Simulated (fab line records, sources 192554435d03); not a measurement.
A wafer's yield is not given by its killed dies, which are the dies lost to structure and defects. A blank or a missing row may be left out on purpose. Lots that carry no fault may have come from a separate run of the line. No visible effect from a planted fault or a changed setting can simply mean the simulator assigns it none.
Chamber matching ; flow n5-finfet ; rie-diel-06 running N5_BEOL_M15_DESCUM_33: 4 sister chambers
The step chemistry O2, time 7.9 s. 18 wafers are shown with their chamber, then 9 later ones without.

WAFERS WITH THEIR CHAMBER
wafer;chamber;showerhead-plenum-p-Torr (Torr);throttle-valve-pct (%);drypump-motor-current-A (A)
L076.1;1;2.20;20.67;6.0
L076.2;2;2.18;20.48;5.9
L076.3;3;2.18;20.74;6.5
L077.1;2;2.18;20.48;5.9
L077.2;3;2.17;20.75;6.4
L077.4;3;2.17;20.76;6.4
L079.2;1;2.20;20.70;6.0
L079.3;0;2.08;20.57;5.5
L079.5;0;2.08;20.57;5.6
L081.1;2;2.18;20.49;5.9
L081.3;1;2.20;20.68;6.0
L081.6;1;2.20;20.67;6.0
L082.1;0;2.08;20.57;5.6
L082.3;2;2.18;20.49;5.9
L082.6;1;2.19;20.69;6.0
L085.1;1;2.19;20.69;6.0
L085.4;2;2.17;20.50;5.9
L085.6;1;2.19;20.72;6.1

SIGNATURES, as means of the wafers listed above
reading;chamber 0;chamber 1;chamber 2;chamber 3;scatter within a chamber
showerhead-plenum-p-Torr;2.0800;2.1957;2.1780;2.1733;0.00477
throttle-valve-pct;20.5700;20.6886;20.4880;20.7500;0.013
drypump-motor-current-A;5.567;6.014;5.900;6.433;0.0396
Rule: distance of a wafer from a chamber = root of the sum over the readings of ((wafer's reading minus chamber's mean) / reading's scatter) squared. If the next closest chamber is less than 2 further off than the closest, the wafer can't be placed; otherwise it belongs to the closest. How the scatter is found: for the shown wafers, subtract from each reading the mean of its chamber, square and add these, divide the total by (wafers less chambers), then take the root.

WAFERS WITH NO CHAMBER GIVEN
wafer;showerhead-plenum-p-Torr (Torr);throttle-valve-pct (%);drypump-motor-current-A (A)
L090.1;2.08;20.60;5.6
L090.4;2.08;20.58;5.6
L090.6;2.17;20.51;5.9
L092.1;2.17;20.34;6.5
L092.2;2.19;20.73;6.0
L092.4;2.17;20.53;5.9
L094.4;2.19;20.73;6.0
L094.5;2.07;20.62;5.6
L094.6;2.18;20.72;6.0

WHICH CHAMBER EACH ONE RAN IN
wafer;from the rows above;in truth
L090.1;0;0
L090.4;0;0
L090.6;2;2
L092.1;2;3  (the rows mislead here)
L092.2;1;1
L092.4;2;2
L094.4;1;1
L094.5;0;0
L094.6;1;1
Placed correctly: 8 of 9. Left unplaced by these rows: 0. Wrongly placed: 1.
